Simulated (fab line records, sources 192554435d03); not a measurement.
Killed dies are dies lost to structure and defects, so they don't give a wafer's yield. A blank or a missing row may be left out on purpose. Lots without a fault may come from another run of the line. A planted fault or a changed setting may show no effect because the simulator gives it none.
Problem report in the 8D (eight disciplines) form, filled by code | flow n5_finfet | the parts of the form that need people (team, actions taken, sign-off) are left out

1. THE PROBLEM
temp_c at N5_STI_FIN_REVEAL_OXIDATION_33 reads a mean of 141.12 C on 9 wafers of 3 lots; wafers without a fault read 149.98 C with a standard deviation of 0.15. That is -59 standard deviations from the usual mean.
The step: chemistry O2 PLASMA REMOTE, time 20 s.
First seen on wafer L689.1, day 6 02:13, on plasma_asher-01. The record holds 21 wafers of 7 lots with a number at this step. Rule for "out", or "out of limits": more than 4 standard deviations from the usual mean. The other wafers with a number count as sound.

2. WHAT IT IS AND WHAT IT IS NOT
question                    | is                     | is not
which readings at this step | temp_c, temp_c_max     | drypump_motor_current_A
which lots                  | L687, L689, L693       | L675, L676, L679, L691
which wafers of those lots  | all that have a number | -
read on which tools         | plasma_asher-01        | plasma_asher-02
when                        | from day 6 02:13       | up to then (9 sound wafers); but 3 sound wafers of L691 came after

3. SUSPECTS, AND WHAT RULES EACH OUT
Counting: a tool at a process step up to the reading stays a suspect if it ran every lot that is out and no sound lot after the first of them.
- rie_si-06 at N5_STI_FIN_REVEAL_ETCH_34 (etches Si in H2, material Si, target depth 0.97 nm): kept. It ran every lot that is out, first L689 (day 6 01:48), and no sound lot after that; its last sound lot up to then is L679 (day 3 14:21).
- plasma_asher-01 at N5_STI_FIN_REVEAL_OXIDATION_33 (chemistry O2 PLASMA REMOTE, time 20 s): kept. It ran every lot that is out, first L689 (day 6 02:13), and no sound lot after that; its last sound lot up to then is L679 (day 3 14:46). Its own readings are out on those wafers: temp_c, temp_c_max.
Left after counting: rie_si-06 at N5_STI_FIN_REVEAL_ETCH_34, plasma_asher-01 at N5_STI_FIN_REVEAL_OXIDATION_33.

4. THE CAUSE (what the simulator had put in)
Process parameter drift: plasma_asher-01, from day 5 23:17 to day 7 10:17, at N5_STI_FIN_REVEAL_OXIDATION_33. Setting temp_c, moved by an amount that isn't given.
Counting left 2 suspects, and this tool is among them.

5. THE CHAIN OF EFFECTS, in route order
Each row: a reading whose mean over the struck wafers that have a number lies more than 3 standard deviations from the usual. Only readings for which the record gives a usual standard deviation are gone through. hours: the time from each lot's start at the first step in this table that gives one to its start at this step, as a median over the lots. sigmas: the change in usual standard deviations.
hours | step                           | reading    | usual    | on struck wafers | change | sigmas
0     | N5_STI_FIN_REVEAL_OXIDATION_33 | temp_c     | 149.98 C | 141.12           | -8.86  | -59
0     | N5_STI_FIN_REVEAL_OXIDATION_33 | temp_c_max | 150.8    | 142.0            | -8.8   | -28
The process steps in it:
- N5_STI_FIN_REVEAL_OXIDATION_33: chemistry O2 PLASMA REMOTE, time 20 s.
Later measuring or inspecting steps at which every struck wafer that the step has a row for has a number for every such reading, and none has moved that far: N5_BEOL_M4_RC_MEAS_101.

6. WHAT WOULD HAVE CAUGHT IT SOONER
In this record the first reading out of limits was taken at day 6 02:13, 3 hours after the fault began at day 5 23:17.
